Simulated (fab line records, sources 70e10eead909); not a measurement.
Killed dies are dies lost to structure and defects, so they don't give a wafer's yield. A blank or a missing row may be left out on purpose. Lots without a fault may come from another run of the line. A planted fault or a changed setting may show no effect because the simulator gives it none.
Which tool did it? | flow nand_harc | 15 lots, 43 wafers sampled, at 5 steps of a route of 1302

WHAT THE GAUGES READ, wafer by wafer
NHARC_A_ONON_D1_THK_MEAS_21: measures by ellipsometry.
lot  | measured     | on            | thk_nm (nm)
L966 | day 8 09:24  | film_metro-02 | 985 987 985
L965 | day 8 09:24  | film_metro-01 | 1013 1014 1014
L967 | day 9 00:44  | film_metro-01 | 1018 1020 1020
L968 | day 9 12:18  | film_metro-01 | 993 994 994
L969 | day 9 12:18  | film_metro-02 | 1010 1010 1012
L970 | day 10 12:59 | film_metro-02 | 1001 1000 1000
L972 | day 10 20:43 | film_metro-01 | 979 979 978
L974 | day 11 14:24 | film_metro-02 | 1000 1002 1001
L976 | day 12 18:58 | film_metro-02 | 990 988 990
L977 | day 13 00:13 | film_metro-02 | 1001 1002 1002
L978 | day 14 10:12 | film_metro-02 | 1002 1163
L980 | day 14 10:33 | film_metro-01 | 1001 1002 1160
L981 | day 15 00:01 | film_metro-02 | 1162 999
L987 | day 17 12:34 | film_metro-01 | 1006 1006 1006
L988 | day 17 20:15 | film_metro-01 | 1011 1010 1011

NHARC_A_CHANNEL_HOLE_D1_OVL_MEAS_11.
lot  | measured     | on         | overlay_x_nm (nm) | overlay_y_nm (nm)
L966 | day 8 14:34  | overlay-02 | 0.6 0.2 0.4       | -0.3 -0.9 -0.7
L965 | day 8 14:21  | overlay-01 | 1.6 1.5 1.2       | -0.6 -0.7 -1.1
L967 | day 9 11:25  | overlay-02 | -0.4 0.1 -0.3     | 0.0 0.2 -0.2
L968 | day 9 21:34  | overlay-01 | -0.6 0.1 -0.1     | 0.4 0.9 0.3
L969 | day 9 22:22  | overlay-01 | 0.9 1.0 1.1       | -1.5 -2.0 -1.7
L970 | day 10 18:02 | overlay-01 | 0.4 0.4 0.1       | -0.2 0.6 -0.6
L972 | day 11 01:53 | overlay-02 | -0.1 -0.6 -0.3    | -1.4 -1.3 -2.2
L974 | day 12 01:19 | overlay-02 | -2.0 -1.9 -1.7    | 0.2 0.7 0.2
L976 | day 12 23:54 | overlay-02 | -0.6 0.0 -0.2     | -0.9 -1.0 -1.6
L977 | day 13 08:50 | overlay-01 | -0.6 0.0 -0.7     | -1.4 -1.8 -1.1
L978 | day 14 15:15 | overlay-02 | 0.3               | -0.2
L980 | day 14 17:24 | overlay-02 | -1.7 -1.3         | -0.3 -0.3
L981 | day 15 06:11 | overlay-02 | 0.3               | -0.8
L987 | day 17 17:46 | overlay-02 | -0.1 0.4 -0.3     | 0.8 0.8 1.1
L988 | day 18 02:11 | overlay-02 | 0.2 -0.1 -0.6     | -0.3 -0.6 -0.8

NHARC_END_SORT_01.
lot  | measured     | on        | killed_at_array | killed_at_other | killed_at_periphery | killed_dies | killed_open | killed_short
L980 | day 31 02:34 | prober-02 | 26 25 672       | 0 0 1           | 4 1 4               | 30 26 677   | 2 2 5       | 6 3 5
L981 | day 30 20:20 | prober-01 | 669 44          | 0 2             | 8 2                 | 677 48      | 3 4         | 2 2

WHICH TOOL RAN EACH LOT (tool, then ch and the chambers of the sampled wafers, then the start)
lot  | NHARC_A_ONON_D1_DEP_19           | NHARC_A_CHANNEL_HOLE_D1_DEP_01
L966 | pecvd_onon-03 ch 0, day 8 08:53  | pecvd-01 ch 0,1,2, day 8 13:47
L965 | pecvd_onon-04 ch 0, day 8 09:00  | pecvd-03 ch 1,2, day 8 13:40
L967 | pecvd_onon-04 ch 0, day 9 00:21  | pecvd-01 ch 1,2, day 9 10:42
L968 | pecvd_onon-03 ch 0, day 9 11:47  | pecvd-02 ch 0,1,2, day 9 20:45
L969 | pecvd_onon-02 ch 0, day 9 11:47  | pecvd-03 ch 0,1, day 9 21:35
L970 | pecvd_onon-02 ch 0, day 10 12:32 | pecvd-01 ch 0,1,2, day 10 17:14
L972 | pecvd_onon-02 ch 0, day 10 20:11 | pecvd-02 ch 0,1,2, day 11 00:57
L974 | pecvd_onon-02 ch 0, day 11 13:53 | pecvd-03 ch 0,1, day 12 00:38
L976 | pecvd_onon-04 ch 0, day 12 18:28 | pecvd-01 ch 0,2, day 12 23:13
L977 | pecvd_onon-03 ch 0, day 12 23:46 | pecvd-03 ch 1,2, day 13 08:03
L978 | pecvd_onon-03 ch 0, day 14 09:55 | pecvd-02 ch 2, day 14 14:31
L980 | pecvd_onon-03 ch 0, day 14 10:02 | pecvd-03 ch 0,1, day 14 16:34
L981 | pecvd_onon-03 ch 0, day 14 23:38 | pecvd-03 ch 2, day 15 05:29
L987 | pecvd_onon-02 ch 0, day 17 12:02 | pecvd-01 ch 0,1, day 17 16:52
L988 | pecvd_onon-02 ch 0, day 17 19:51 | pecvd-03 ch 0,1,2, day 18 00:34
- NHARC_A_ONON_D1_DEP_19: target thk 1000 nm.
- NHARC_A_CHANNEL_HOLE_D1_DEP_01: deposits SiON, target thk 140 nm.

WHAT THE TOOLS THEMSELVES READ (means of the sampled wafers that have a number; where no wafer has one, the mark that the record gives instead)
NHARC_A_CHANNEL_HOLE_D1_DEP_01.
lot  | tool     | heater_power_w (W)
L966 | pecvd-01 | 766
L965 | pecvd-03 | 758
L967 | pecvd-01 | 776
L968 | pecvd-02 | 802
L969 | pecvd-03 | 787
L970 | pecvd-01 | 759
L972 | pecvd-02 | 854
L974 | pecvd-03 | 748
L976 | pecvd-01 | 874
L977 | pecvd-03 | 805
L978 | pecvd-02 | 784
L980 | pecvd-03 | 752
L981 | pecvd-03 | 909
L987 | pecvd-01 | 778
L988 | pecvd-03 | 769

THE ANSWER, worked out from the rows above alone
Rule: what is usual is taken from the lots themselves. Put in order of their means at a reading, lots are off if they are a third of the lots or fewer, leave a main group of 4 or more, and stand apart from it by a gap of 3 or more times the standard deviation of the main group's means; of several such gaps the widest counts. A main group whose means are all the same, to the digits that the tables above print for the reading, isn't used. A lot without any number at a reading at which 4 lots or more have one is off too. The other lots that the step has rows for count as sound. The gauges are gone through in route order, then the tools' own readings, and for those a lot's mean is taken as printed above. The first step at which some lot is off is used, and at that step the reading that is off furthest; a lot without a number counts as furthest.
Off: L978, L980, L981, at NHARC_A_ONON_D1_THK_MEAS_21 (thk_nm). The main group: mean 1001 nm, standard deviation 12.
A tool fits if, at a process step before that reading, it ran every lot that is off, and no sound lot after the first of them. The gauges at NHARC_A_ONON_D1_THK_MEAS_21 are tried like those tools. One fits: pecvd_onon-03 at NHARC_A_ONON_D1_DEP_19. Its last sound lot is L977 (day 12 23:46), its first lot that is off L978 (day 14 09:55): a fault that began between those two fits.

WHAT THE SIMULATOR HAD PUT IN
Process parameter drift: pecvd_onon-03, from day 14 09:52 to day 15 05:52, at NHARC_A_ONON_D1_DEP_19. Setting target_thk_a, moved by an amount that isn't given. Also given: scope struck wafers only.
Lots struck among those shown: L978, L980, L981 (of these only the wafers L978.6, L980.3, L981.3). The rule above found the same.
